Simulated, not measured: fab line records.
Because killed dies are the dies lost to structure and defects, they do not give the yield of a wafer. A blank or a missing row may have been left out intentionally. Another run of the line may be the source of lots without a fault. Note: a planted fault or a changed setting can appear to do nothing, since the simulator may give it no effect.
Matching of chambers / flow n5Finfet / pecvd-01 running N5_BEOL_M5_DEP_56: 3 sister chambers
The step deposits SiCN from 3MS/NH3, target thk 8 nm, time 14 s. 22 wafers are shown with their chamber, then 11 later ones without.

== WAFERS PAIRED WITH THEIR CHAMBERS ==
wafer=L075.1; chamber=1; showerheadPlenumPTorr (Torr)=3.680; throttleValvePct (%)=8.8
wafer=L075.2; chamber=2; showerheadPlenumPTorr (Torr)=3.664; throttleValvePct (%)=8.6
wafer=L075.3; chamber=2; showerheadPlenumPTorr (Torr)=3.663; throttleValvePct (%)=8.7
wafer=L075.4; chamber=1; showerheadPlenumPTorr (Torr)=3.680; throttleValvePct (%)=8.9
wafer=L075.5; chamber=1; showerheadPlenumPTorr (Torr)=3.679; throttleValvePct (%)=9.2
wafer=L075.6; chamber=2; showerheadPlenumPTorr (Torr)=3.654; throttleValvePct (%)=8.8
wafer=L077.1; chamber=2; showerheadPlenumPTorr (Torr)=3.667; throttleValvePct (%)=8.6
wafer=L077.2; chamber=1; showerheadPlenumPTorr (Torr)=3.690; throttleValvePct (%)=9.3
wafer=L077.3; chamber=2; showerheadPlenumPTorr (Torr)=3.654; throttleValvePct (%)=8.6
wafer=L077.4; chamber=1; showerheadPlenumPTorr (Torr)=3.681; throttleValvePct (%)=9.3
wafer=L077.5; chamber=2; showerheadPlenumPTorr (Torr)=3.657; throttleValvePct (%)=8.8
wafer=L077.6; chamber=1; showerheadPlenumPTorr (Torr)=3.677; throttleValvePct (%)=9.1
wafer=L080.1; chamber=2; showerheadPlenumPTorr (Torr)=3.655; throttleValvePct (%)=8.5
wafer=L080.3; chamber=1; showerheadPlenumPTorr (Torr)=3.686; throttleValvePct (%)=9.3
wafer=L080.4; chamber=0; showerheadPlenumPTorr (Torr)=3.682; throttleValvePct (%)=8.6
wafer=L079.2; chamber=0; showerheadPlenumPTorr (Torr)=3.687; throttleValvePct (%)=8.6
wafer=L079.3; chamber=2; showerheadPlenumPTorr (Torr)=3.667; throttleValvePct (%)=8.6
wafer=L079.5; chamber=2; showerheadPlenumPTorr (Torr)=3.652; throttleValvePct (%)=8.5
wafer=L091.1; chamber=0; showerheadPlenumPTorr (Torr)=3.676; throttleValvePct (%)=8.9
wafer=L091.4; chamber=1; showerheadPlenumPTorr (Torr)=3.683; throttleValvePct (%)=8.9
wafer=L091.6; chamber=2; showerheadPlenumPTorr (Torr)=3.657; throttleValvePct (%)=8.7
wafer=L090.1; chamber=0; showerheadPlenumPTorr (Torr)=3.679; throttleValvePct (%)=8.6

SIGNATURES (means of the wafers above)
reading=showerheadPlenumPTorr; chamber 0=3.68100; chamber 1=3.68200; chamber 2=3.65900; scatter within a chamber=0.00504
reading=throttleValvePct; chamber 0=8.675; chamber 1=9.100; chamber 2=8.640; scatter within a chamber=0.158
Rule: a wafer's distance from a chamber is the root of the sum, over the readings, of the square of ((its reading less the chamber's mean) divided by the reading's scatter). If the next closest chamber is less than 2 further off than the closest, the wafer can't be placed; otherwise it belongs to the closest. The scatter is the square root of a quotient: the sum, over the shown wafers, of each reading's squared deviation from its chamber's mean, divided by wafers minus chambers.

== WAFERS MISSING THEIR CHAMBER ==
wafer=L090.3; showerheadPlenumPTorr (Torr)=3.682; throttleValvePct (%)=9.1
wafer=L090.6; showerheadPlenumPTorr (Torr)=3.652; throttleValvePct (%)=8.7
wafer=L092.2; showerheadPlenumPTorr (Torr)=3.686; throttleValvePct (%)=8.7
wafer=L092.3; showerheadPlenumPTorr (Torr)=3.669; throttleValvePct (%)=8.8
wafer=L092.6; showerheadPlenumPTorr (Torr)=3.682; throttleValvePct (%)=8.9
wafer=L094.3; showerheadPlenumPTorr (Torr)=3.663; throttleValvePct (%)=8.4
wafer=L094.5; showerheadPlenumPTorr (Torr)=3.683; throttleValvePct (%)=9.4
wafer=L094.6; showerheadPlenumPTorr (Torr)=3.690; throttleValvePct (%)=8.7
wafer=L097.1; showerheadPlenumPTorr (Torr)=3.678; throttleValvePct (%)=9.1
wafer=L097.3; showerheadPlenumPTorr (Torr)=3.683; throttleValvePct (%)=8.2
wafer=L097.4; showerheadPlenumPTorr (Torr)=3.668; throttleValvePct (%)=8.9

== EACH ONE'S CHAMBER ==
wafer=L090.3; from the rows above=1; in truth=1
wafer=L090.6; from the rows above=2; in truth=2
wafer=L092.2; from the rows above=can't be placed: 0 or 1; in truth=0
wafer=L092.3; from the rows above=can't be placed: 2 or 0 or 1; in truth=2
wafer=L092.6; from the rows above=can't be placed: 1 or 0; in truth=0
wafer=L094.3; from the rows above=2; in truth=2
wafer=L094.5; from the rows above=1; in truth=1
wafer=L094.6; from the rows above=can't be placed: 0 or 1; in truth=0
wafer=L097.1; from the rows above=can't be placed: 1 or 0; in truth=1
wafer=L097.3; from the rows above=0; in truth=0
wafer=L097.4; from the rows above=can't be placed: 2 or 0 or 1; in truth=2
Correct placement for 5 of the 11. From these rows, 6 cannot be placed; in 6 the true chamber is one of the candidates. 0 placed wrongly.
